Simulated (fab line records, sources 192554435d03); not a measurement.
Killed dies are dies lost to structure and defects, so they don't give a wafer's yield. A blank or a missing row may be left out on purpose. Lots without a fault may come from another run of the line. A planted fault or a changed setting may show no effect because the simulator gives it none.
fab line records | flow n5_finfet
record lots=6 wafers=18 last_day=17
route steps=1938 shown BEOL_M4@1069 PASSIVATION@1936
lots that met no fault: from a run of the same line without faults
start_h: hours from the record's first day to the start of the lot's first wafer shown | wait_h: hours since the lot's step before | " the same as in the row above | L1.1+2: a row that stands for several wafers | - no value, or no start given | * or withheld: withheld | < > ~ a bound
route shown NAME@n: a module of which the file shows steps, and the number in the route of the first | usual: mean/standard deviation of fault-free wafers | same: alike in all rows | chamber/n: place in a boat | sites: the reading at each site | _std_site: their standard deviation | _edge_site: outer sites' mean less inner sites' | radius_mm: how far each site lies from the wafer's centre | mask NAME#n: copy n | behind: the tool/chamber that last shaped the wafer | hold: why the lot was held/for how many hours/how that ended | device: the transistor (n, p or np) that didn't switch | end of line: the same wafers' tests at the end of the route | a step without rows: its recipe alone | killed: dies lost to structure and defects at the first sort, not the wafer's yield | map: a wafer's dies, x killed, . not, _ none there
set.NAME: the setting as run; set.NAME@STEP: as run at that earlier step | model.NAME: the simulator's own value behind a step, which no gauge read
lots at some steps of the route; a table a step, a row a wafer
services: from which hour (start_h, from the record's first day; less than 0 if before it) a tool's chamber was out of use, for how many hours, and why
## steps
# step N5_BEOL_M4_STRIP_36
# recipe chemistry=N2/H2 power_w=450 temp_c=40 pressure_mtorr=20 rf_frequency_hz=6e+07 overash_fraction=0.3 bias_power_w=7 h2_frac=0.5 n2_flow_sccm=200 h2_flow_sccm=200
# usual drypump_motor_current_A=5.8/0.6 n2_flow_sccm=200.0/0.54 oes_product_au=0.79/0.083 rf_vpp_V=59.1/1.4 showerhead_plenum_p_Torr=2.49/0.077 throttle_valve_pct=23.6/0.45
# same overash_fraction=0.3
# columns lot.wafer tool chamber start_h wait_h drypump_motor_current_A n2_flow_sccm oes_product_au rf_hours_counter_h rf_vpp_V showerhead_plenum_p_Torr throttle_valve_pct
L159.1 rie_diel-02 0 171.92 0.0 5.1 199.2 0.88 44 59.6 2.50 23.9
L159.5 " 1 " " 5.5 200.6 0.86 - 58.4 2.47 22.9
L159.6 " 2 " " 6.3 200.2 0.79 - 60.8 2.47 23.6
L164.1 rie_diel-05 1 204.05 0.0 6.4 200.2 0.90 45 60.2 2.46 23.1
L164.4 " 3 " " 4.9 200.0 0.82 53 59.2 2.46 23.0
L164.6 " 0 " " 6.0 199.9 0.76 - 57.1 2.45 23.5
L172.2 rie_diel-02 1 260.42 0.0 5.5 200.3 0.81 66 59.2 2.46 23.0
L172.3 " 0 " " 5.1 200.1 0.84 77 59.6 2.48 24.0
L172.6 " 0 " " 5.1 200.6 0.83 - 56.8 2.48 23.9
L175.4 rie_diel-02 1 265.92 0.0 5.5 200.3 0.81 - 60.5 2.46 22.9
L175.5 " 1 " " 5.6 199.8 0.80 - 59.8 2.46 22.9
L175.6 " 2 " " 6.3 199.4 0.76 - 59.0 2.45 23.7
L176.1 rie_diel-05 3 276.29 0.0 4.9 199.8 0.78 77 61.6 2.45 23.0
L176.2 " 0 " " 6.0 199.4 0.74 163 59.8 2.44 23.6
L176.5 " 0 " " 6.0 200.3 0.75 - 58.8 2.44 23.5
L177.2 rie_diel-02 1 276.48 0.0 5.5 200.0 0.81 73 58.8 2.46 22.9
L177.3 " 0 " " 5.1 199.5 0.85 79 56.9 2.48 23.9
L177.4 " 2 " " 6.2 200.9 0.75 128 56.9 2.45 23.7
# step N5_BEOL_M4_TRENCH_ETCH_37
# recipe chemistry=C4F6/O2 target_depth_a=555.55 target=SiOC time_s=29.2 ion_energy_ev=250 pressure_mtorr=30 source_w=355 bias_w=185 Ar_flow_sccm=300 C4F6_flow_sccm=10 O2_flow_sccm=10
# usual bias_w=184.9/0.52 drypump_motor_current_A=5.8/0.6 oes_product_au=0.79/0.081 rf_vpp_V=658/11 showerhead_plenum_p_Torr=2.80/0.083 throttle_valve_pct=20.79/0.26
# columns lot.wafer tool chamber start_h wait_h bias_w drypump_motor_current_A oes_product_au rf_hours_counter_h rf_vpp_V showerhead_plenum_p_Torr throttle_valve_pct
L159.1 rie_diel-02 0 - - 185.2 5.0 0.90 44 666 2.78 20.68
L159.5 " 1 " " 184.0 5.5 0.88 - 656 2.79 20.36
L159.6 " 2 " " 185.8 6.2 0.80 - 642 2.78 20.94
L164.1 rie_diel-05 1 - - 185.1 6.4 0.91 45 669 2.79 20.76
L164.4 " 3 " " 185.0 4.9 0.81 53 662 2.79 20.45
L164.6 " 0 " " 184.1 6.0 0.75 - 650 2.73 20.67
L172.2 rie_diel-02 1 - - 185.2 5.5 0.82 66 656 2.77 20.40
L172.3 " 0 " " 185.6 5.1 0.84 77 666 2.77 20.74
L172.6 " 0 " " 184.8 5.1 0.84 - 666 2.77 20.73
L175.4 rie_diel-02 1 - - 186.0 5.5 0.82 - 657 2.77 20.40
L175.5 " 1 " " 184.3 5.5 0.83 - 657 2.77 20.40
L175.6 " 2 " " 185.0 6.2 0.76 - 642 2.77 21.02
L176.1 rie_diel-05 3 - - 184.4 4.9 0.79 77 662 2.78 20.48
L176.2 " 0 " " 184.7 6.0 0.75 163 650 2.72 20.70
L176.5 " 0 " " 184.4 6.0 0.74 - 652 2.72 20.70
L177.2 rie_diel-02 1 - - 184.7 5.5 0.81 73 656 2.77 20.42
L177.3 " 0 " " 184.5 5.1 0.84 79 666 2.77 20.74
L177.4 " 2 " " 184.5 6.2 0.75 128 643 2.76 21.01
# step N5_BEOL_M4_ETCH_41
# recipe chemistry=CH3F/O2 target=SiCN target_depth_a=299 taper_deg=2 time_s=52.5 ion_energy_ev=120 mask_material=TiN pressure_mtorr=30 source_w=395 bias_w=75 Ar_flow_sccm=150 CH3F_flow_sccm=30 O2_flow_sccm=20
# usual bias_w=74.98/0.22 drypump_motor_current_A=5.8/0.59 oes_product_au=0.79/0.081 rf_vpp_V=296.6/1.5 showerhead_plenum_p_Torr=1.97/0.062 throttle_valve_pct=16.25/0.27
# columns lot.wafer tool chamber start_h wait_h bias_w drypump_motor_current_A oes_product_au rf_hours_counter_h rf_vpp_V showerhead_plenum_p_Torr throttle_valve_pct
L159.1 rie_diel-02 0 - - 75.16 5.0 0.89 44 293.9 1.96 16.10
L159.5 " 1 " " 74.77 5.5 0.88 - 296.6 1.96 15.81
L159.6 " 2 " " 75.11 6.3 0.80 - 297.7 1.95 16.36
L164.1 rie_diel-05 1 - - 75.02 6.4 0.91 45 296.9 1.96 16.18
L164.4 " 3 " " 75.09 4.9 0.81 53 297.0 1.96 15.90
L164.6 " 0 " " 75.63 6.0 0.76 - 295.7 1.91 16.18
L172.2 rie_diel-02 1 - - 74.85 5.5 0.83 66 297.3 1.95 15.87
L172.3 " 0 " " 75.20 5.1 0.84 77 296.4 1.94 16.16
L172.6 " 0 " " 74.81 5.1 0.84 - 297.3 1.94 16.16
L175.4 rie_diel-02 1 - - 75.32 5.5 0.82 - 295.4 1.94 15.87
L175.5 " 1 " " 74.87 5.5 0.83 - 296.5 1.94 15.88
L175.6 " 2 " " 74.87 6.2 0.76 - 296.3 1.94 16.42
L176.1 rie_diel-05 3 - - 75.19 4.9 0.78 77 295.6 1.95 15.94
L176.2 " 0 " " 75.03 6.0 0.74 163 294.9 1.91 16.21
L176.5 " 0 " " 74.85 6.0 0.75 - 295.0 1.91 16.21
L177.2 rie_diel-02 1 - - 75.33 5.5 0.81 73 295.6 1.94 15.89
L177.3 " 0 " " 74.99 5.1 0.83 79 296.5 1.94 16.17
L177.4 " 2 " " 74.61 6.2 0.75 128 294.0 1.94 16.43
# step N5_BEOL_M4_STRIP_97
# recipe chemistry=N2/H2 time_s=10 power_w=450 temp_c=40 pressure_mtorr=20 rf_frequency_hz=6e+07 bias_power_w=7 n2_flow_sccm=200 h2_flow_sccm=200
# step N5_BEOL_M4_OCD_MEAS_38
# usual trench_depth_nm=55.3/1.1
# columns lot.wafer tool chamber start_h wait_h trench_depth_nm
L159.1 ocd-01 - 172.12 - 57.6
L159.5 " - " " 55.8
L159.6 " - " " 56.1
L164.1 ocd-01 - 204.24 - 57.6
L164.4 " - " " 52.8
L164.6 " - " " 54.8
L172.2 ocd-01 - 260.61 - 55.0
L172.3 " - " " 56.2
L172.6 " - " " 56.5
L175.4 ocd-01 - 266.18 - 55.8
L175.5 " - " " 56.2
L175.6 " - " " 55.8
L176.1 ocd-01 - 276.48 - 52.9
L176.2 " - " " 55.6
L176.5 " - " " 55.3
L177.2 ocd-02 - 276.67 - 55.2
L177.3 " - " " 56.3
L177.4 " - " " 55.1
# step N5_BEOL_M4_HM_STRIP_39
# recipe chemistry=peroxide_tin_strip material=TiN target_depth_a=250 temp_c=50 time_s=158
# step N5_BEOL_M4_SRD_40
# recipe time_s=30 temp_c=23 rinse_liquid=diw dry=ipa_marangoni
# step N5_BEOL_M4_PRECLEAN_42
# recipe chemistry=residue_remover time_s=60 temp_c=40
# step N5_BEOL_M4_SRD_43
# recipe time_s=30 temp_c=23 rinse_liquid=diw dry=ipa_marangoni
# step N5_BEOL_M4_CD_MEAS_35
# recipe target_cd_nm=18 target_cd_y_nm=22.4 polarity=opening
# usual cd_nm=18.0/0.37
# columns lot.wafer tool chamber start_h wait_h cd_nm
L159.1 cd_sem-02 - 172.27 0.0 17.8
L159.5 " - " " 17.8
L159.6 " - " " 17.9
L164.1 cd_sem-02 - 204.39 0.0 17.2
L164.4 " - " " 17.4
L164.6 " - " " 17.7
L172.2 cd_sem-01 - 260.78 0.0 18.2
L172.3 " - " " 18.3
L172.6 " - " " 18.6
L175.4 cd_sem-03 - 266.33 0.0 17.4
L175.5 " - " " 18.2
L175.6 " - " " 17.5
L176.1 cd_sem-01 - 276.63 0.0 17.8
L176.2 " - " " 18.3
L176.5 " - " " 17.7
L177.2 cd_sem-01 - 276.83 0.0 17.9
L177.3 " - " " 18.7
L177.4 " - " " 17.8
# step N5_BEOL_M4_DEGAS_44
# recipe ambient=vacuum temp_c=250 time_s=60
# usual heater_power_w=338/27
# columns lot.wafer tool chamber start_h wait_h heater_power_w
L159.1 pvd_sputter-02 - 174.45 2.2 336
L159.5 " - " " 420
L159.6 " - " " 340
L164.1 pvd_sputter-03 - 204.86 0.5 325
L164.4 " - " " 328
L164.6 " - " " 347
L172.2 pvd_sputter-03 - 261.54 0.8 349
L172.3 " - " " 329
L172.6 " - " " 347
L175.4 pvd_sputter-02 - 266.78 0.4 352
L175.5 " - " " 414
L175.6 " - " " 335
L176.1 pvd_sputter-03 - 276.85 0.2 320
L176.2 " - " " 330
L176.5 " - " " 329
L177.2 pvd_sputter-02 - 277.03 0.2 360
L177.3 " - " " 349
L177.4 " - " " 330
# step N5_BEOL_M4_PRE_CLEAN_45
# recipe gas=H2/He time_s=30 temp_c=250
# usual heater_power_w=339/27
# columns lot.wafer tool chamber start_h wait_h heater_power_w
L159.1 pvd_sputter-02 - 174.49 0.0 338
L159.5 " - " " 406
L159.6 " - " " 334
L164.1 pvd_sputter-03 - 204.90 0.0 323
L164.4 " - " " 330
L164.6 " - " " 351
L172.2 pvd_sputter-03 - 261.58 0.0 365
L172.3 " - " " 343
L172.6 " - " " 359
L175.4 pvd_sputter-02 - 266.82 0.0 356
L175.5 " - " " 412
L175.6 " - " " 339
L176.1 pvd_sputter-03 - 276.89 0.0 326
L176.2 " - " " 317
L176.5 " - " " 333
L177.2 pvd_sputter-02 - 277.07 0.0 370
L177.3 " - " " 343
L177.4 " - " " 333
# step N5_BEOL_M4_ALD_84
# recipe material=TaN target_thk_a=* temp_c=275 ald_precursor_family=PDMAT ald_co_reactant=NH3 pressure_torr=3 carrier_flow_sccm=1500 pulse_time_s=2 purge_time_s=3 co_reactant_purge_time_s=2 co_reactant_pulse_time_s=3 ald_cycles=30 precursor_vessel_temp_c=75 precursor_vessel_pressure_torr=26.25 precursor_vessel_carrier_sccm=1000
# usual co_reactant_pulse_time_s=3/0 heater_power_w=408/39
# columns lot.wafer tool chamber start_h wait_h co_reactant_pulse_time_s heater_power_w
L159.1 ald_metal-03 2 174.55 0.0 3 423
L159.5 " 1 " " 3 412
L159.6 " 2 " " 3 427
L164.1 ald_metal-01 0 204.98 0.1 3 391
L164.4 " 0 " " 3 394
L164.6 " 0 " " 3 394
L172.2 ald_metal-01 2 261.64 0.0 2.273 493
L172.3 " 0 " " 2.273 391
L172.6 " 2 " " 2.273 495
L175.4 ald_metal-01 2 267.00 0.2 2.273 486
L175.5 " 0 " " 2.273 388
L175.6 " 1 " " 2.273 388
L176.1 ald_metal-02 2 276.95 0.0 3 402
L176.2 " 1 " " 3 431
L176.5 " 3 " " 3 360
L177.2 ald_metal-02 2 277.27 0.2 3 408
L177.3 " 0 " " 3 407
L177.4 " 1 " " 3 427
# step N5_BEOL_M4_SURFACE_TREAT_85
# recipe gas=Ar time_s=* ion_energy_ev=* ion_current_ma_cm2=0.5 pressure_mtorr=* ar_flow_sccm=30
# step N5_BEOL_M4_RC_MEAS_101
# usual DIBL_N=35.9/1.7 DIBL_P=36.0/2.2 IOFF_N=0.16/0.031 IOFF_P=0.21/0.039 ION_N=678/13 ION_P=464/8.8 SS_N=71.5/0.61 SS_P=73.2/0.68 VT_N=249/3.3 VT_P=-250/3.8
# columns lot.wafer tool chamber start_h wait_h DIBL_N[mV/V] DIBL_P[mV/V] IOFF_N[nA/um] IOFF_P[nA/um] ION_N[uA/um] ION_P[uA/um] SS_N[mV/dec] SS_P[mV/dec] VT_N[mV] VT_P[mV]
L159.1 prober-01 0 177.91 0.0 37.7 35.9 0.17 0.21 681 464 72.5 73.6 249 -251
L159.5 " 0 " " 36.4 34.3 0.15 0.18 679 458 71.9 73.8 251 -252
L159.6 " 0 " " 36.6 35.2 0.17 0.19 686 458 70.9 73.5 246 -253
L164.1 prober-01 0 208.82 0.0 35.2 35.1 0.15 0.19 688 466 71.5 72.8 249 -250
L164.4 " 0 " " 37.4 38.4 0.20 0.24 703 474 72.4 73.5 248 -250
L164.6 " 0 " " 37.1 37.5 0.19 0.23 701 474 71.7 73.7 245 -250
L172.2 prober-01 0 265.14 0.2 35.7 36.1 0.17 0.23 687 474 71.6 73.3 248 -248
L172.3 " 0 " " 35.7 36.2 0.15 0.23 682 475 71.2 73.5 247 -245
L172.6 " 0 " " 36.9 37.1 0.18 0.25 701 473 71.8 73.6 245 -245
L175.4 prober-01 0 272.47 0.5 34.7 34.0 0.14 0.18 667 453 70.7 73.8 251 -252
L175.5 " 0 " " 35.6 34.1 0.14 0.18 670 462 70.9 73.1 251 -253
L175.6 " 0 " " 34.0 32.4 0.12 0.16 662 450 70.1 72.2 252 -255
L176.1 prober-02 0 281.42 0.0 36.7 37.6 0.16 0.23 668 467 71.3 74.0 252 -248
L176.2 " 0 " " 36.7 36.5 0.15 0.20 659 457 71.6 73.7 253 -251
L176.5 " 0 " " 36.1 36.9 0.15 0.21 679 471 71.5 73.1 249 -250
L177.2 prober-02 0 285.22 0.2 37.5 37.9 0.17 0.22 680 468 71.4 73.1 248 -250
L177.3 " 0 " " 36.1 36.5 0.17 0.19 687 471 70.9 73.0 250 -253
L177.4 " 0 " " 36.1 35.8 0.15 0.18 672 460 72.1 73.7 250 -254
# step N5_PASSIVATION_PROBE_49
# usual defect_limited_yield=90.9/1.5 killed_at_M0_to_M3=36/10 killed_at_M4_up=13/5.5 killed_at_contacts=12/5.6 killed_at_front_end=42/12 killed_at_other=4/3.2 killed_dies=108/18 killed_on_rim=15/4.1 killed_open=71/13 killed_short=34/7.8 sort_bin_5_function=5.4/1 sort_bin_6_memory=3.4/0.68 sort_n_pass=1072/18 sort_yield_pct=90.9/1.5
# same gross_dies=1180 killed_at_back_side=0 sort_bin_4_leakage[%]=0 sort_bin_8_speed[%]=0
# columns lot.wafer tool chamber start_h wait_h defect_limited_yield[%] killed_at_M0_to_M3 killed_at_M4_up killed_at_contacts killed_at_front_end killed_at_other killed_dies killed_on_rim killed_open killed_short sort_bin_5_function[%] sort_bin_6_memory[%] sort_n_pass sort_yield_pct[%]
L159.1 prober-01 - 271.70 0.0 90.5 25 12 20 51 4 112 21 76 28 5.6 3.1 1068 90.5
L159.5 prober-01 - 271.90 0.2 89.5 29 22 13 57 3 124 18 82 42 6.4 3.4 1056 89.5
L159.6 prober-01 - 271.95 0.3 89.1 35 22 8 63 1 129 22 77 44 6.2 3.6 1051 89.1
L164.1 prober-01 - 313.44 0.0 89.6 31 17 12 62 1 123 16 77 39 5.9 3.8 1057 89.6
L164.4 prober-01 - 313.59 0.2 91.5 33 14 6 44 3 100 16 56 36 4.8 3.1 1080 91.5
L164.6 prober-01 - 313.69 0.3 91.9 26 17 18 33 1 95 11 68 27 5.2 2.7 1085 91.9
L177.2 prober-02 - 399.00 0.1 87.4 49 31 18 50 1 149 23 100 49 7.7 4.5 1031 87.4
L177.3 prober-02 - 399.05 0.1 89.3 48 14 14 47 3 126 12 74 50 6.1 3.9 1054 89.3
L177.4 prober-02 - 399.10 0.2 87.7 47 27 17 50 4 145 23 99 46 7.6 3.7 1035 87.7
L175.4 prober-01 - 401.05 0.2 91.4 47 11 6 37 0 101 11 69 28 5.1 3.0 1079 91.4
L175.5 prober-01 - 401.10 0.2 90.2 29 17 9 59 2 116 14 85 30 6.1 3.4 1064 90.2
L175.6 prober-01 - 401.15 0.3 89.2 35 19 16 46 12 128 16 81 45 6.7 3.7 1052 89.2
# killed by level:class
L159.1 STI_FIN_REVEAL:geometric_particle:open=17 MOL_CONTACT_COAG:geometric_particle:open=16 HKMG_FIN:area_etch=8 GATE_CUT:geometric_particle:short=7 BEOL_M2:geometric_particle:open=7 BEOL_M4:geometric_particle:open=7 DUMMY_GATE:geometric_particle:open=4 GATE_CUT:geometric_particle:open=4
L159.5 STI_FIN_REVEAL:geometric_particle:open=24 BEOL_M5:geometric_particle:open=9 BEOL_M0_SAQP:geometric_particle:short=8 BEOL_M0_SAQP:geometric_particle:open=8 MOL_CONTACT_COAG:geometric_particle:open=7 FIN_SAQP:geometric_particle:short=6 MOL_CONTACT_COAG:geometric_particle:short=6 BEOL_M4:geometric_particle:open=6
L159.6 STI_FIN_REVEAL:geometric_particle:open=15 BEOL_M0_SAQP:geometric_particle:open=10 BEOL_M4:geometric_particle:open=10 GATE_CUT:geometric_particle:short=9 BEOL_M0_SAQP:geometric_particle:short=8 HKMG_FIN:area_etch=8 MOL_CONTACT_COAG:geometric_particle:open=7 FIN_SAQP:geometric_particle:short=5
L164.1 STI_FIN_REVEAL:geometric_particle:open=16 MOL_CONTACT_COAG:geometric_particle:open=10 BEOL_M0_SAQP:geometric_particle:open=10 DUMMY_GATE:geometric_particle:open=9 BEOL_M0_SAQP:geometric_particle:short=8 BEOL_M4:geometric_particle:open=7 FIN_SAQP:geometric_particle:short=6 HKMG_FIN:area_etch=6
L164.4 STI_FIN_REVEAL:geometric_particle:open=11 BEOL_M2:geometric_particle:open=8 BEOL_M4:geometric_particle:open=6 BEOL_M0_SAQP:geometric_particle:short=6 STARTING-WAFER:geometric_particle:short=5 FIN_SAQP:geometric_particle:open=4 MOL_CONTACT_COAG:geometric_particle:open=4 BEOL_M0_SAQP:geometric_particle:open=4
L164.6 STI_FIN_REVEAL:geometric_particle:open=13 MOL_CONTACT_COAG:geometric_particle:open=13 BEOL_M0_SAQP:geometric_particle:open=8 BEOL_M4:geometric_particle:open=8 BEOL_M2:geometric_particle:open=7 FIN_SAQP:geometric_particle:short=5 MOL_CONTACT_COAG:geometric_particle:short=5 BEOL_M3:geometric_particle:open=5
L177.2 BEOL_M0_SAQP:geometric_particle:open=18 BEOL_M0_SAQP:geometric_particle:short=17 STI_FIN_REVEAL:geometric_particle:open=16 BEOL_M4:geometric_particle:open=13 FIN_SAQP:geometric_particle:open=11 MOL_CONTACT_COAG:geometric_particle:open=10 MOL_CONTACT_COAG:geometric_particle:short=8 BEOL_M4:geometric_particle:short=8
L177.3 FIN_SAQP:geometric_particle:short=16 BEOL_M0_SAQP:geometric_particle:short=14 MOL_CONTACT_COAG:geometric_particle:open=12 BEOL_M0_SAQP:geometric_particle:open=11 STI_FIN_REVEAL:geometric_particle:open=8 BEOL_M2:geometric_particle:open=8 BEOL_M1:geometric_particle:open=6 BEOL_M3:geometric_particle:open=6
L177.4 BEOL_M4:geometric_particle:open=15 FIN_SAQP:geometric_particle:open=14 MOL_CONTACT_COAG:geometric_particle:open=14 FIN_SAQP:geometric_particle:short=12 BEOL_M0_SAQP:geometric_particle:open=11 BEOL_M0_SAQP:geometric_particle:short=11 BEOL_M3:geometric_particle:open=9 BEOL_M1:geometric_particle:open=6
L175.4 BEOL_M3:geometric_particle:open=15 BEOL_M2:geometric_particle:open=9 STI_FIN_REVEAL:geometric_particle:open=8 BEOL_M0_SAQP:geometric_particle:open=7 DUMMY_GATE:geometric_particle:open=6 FIN_SAQP:geometric_particle:open=5 BEOL_M0_SAQP:geometric_particle:short=5 MOL_CONTACT_COAG:geometric_particle:open=4
L175.5 STI_FIN_REVEAL:geometric_particle:open=30 BEOL_M0_SAQP:geometric_particle:short=8 FIN_SAQP:geometric_particle:short=7 MOL_CONTACT_COAG:geometric_particle:open=7 BEOL_M4:geometric_particle:open=7 BEOL_M0_SAQP:geometric_particle:open=6 BEOL_M2:geometric_particle:open=5 BEOL_M3:geometric_particle:open=5
L175.6 MOL_CONTACT_COAG:geometric_particle:open=14 STI_FIN_REVEAL:geometric_particle:open=12 FIN_SAQP:geometric_particle:short=11 BEOL_M3:geometric_particle:open=10 FIN_SAQP:geometric_particle:open=7 STI_FIN_REVEAL:geometric_particle:short=6 BEOL_M2:geometric_particle:open=6 BEOL_M5:geometric_particle:open=5
## services
# columns tool chamber start_h hours kind
rie_diel-05 1 162.15 36.3 repair
ald_metal-03 0 163.31 4.2 repair
ald_metal-01 2 189.20 28.2 repair
rie_diel-02 1 198.27 1.6 repair
ald_metal-02 - 199.93 1.4 repair
ald_metal-01 - 203.70 0.3 repair
ald_metal-03 - 227.70 28.1 pm
rie_diel-02 - 229.71 0.5 repair
ald_metal-02 - 229.87 1.3 repair
ald_metal-02 1 236.96 4.1 repair
rie_diel-05 0 258.19 9.4 repair
rie_diel-02 3 259.59 - clean
rie_diel-02 3 259.59 - consumable_replace:focus_ring
rie_diel-02 3 259.59 11.6 scheduled_down
rie_diel-02 3 259.59 11.6 vent_cycle
rie_diel-02 0 264.49 9.9 repair
ald_metal-03 0 269.45 8.5 repair
## key
first_sign step=N5_BEOL_M4_ALD_84 reading=co_reactant_pulse_time_s direction=down sigmas=99+ usual=* struck=*
effect none on later readings
met_at N5_BEOL_M4_ALD_84
struck_wafers L172.2,L172.3,L172.6,L175.4,L175.5,L175.6
onset_between 204.98 261.64
fault kind=process_parameter_drift tool=ald_metal-01 chamber=- onset_h=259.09 steps=N5_BEOL_M4_ALD_84 channel=co_reactant_pulse_time_s offset=* shape=step end_h=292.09 acts_in=* stated=*
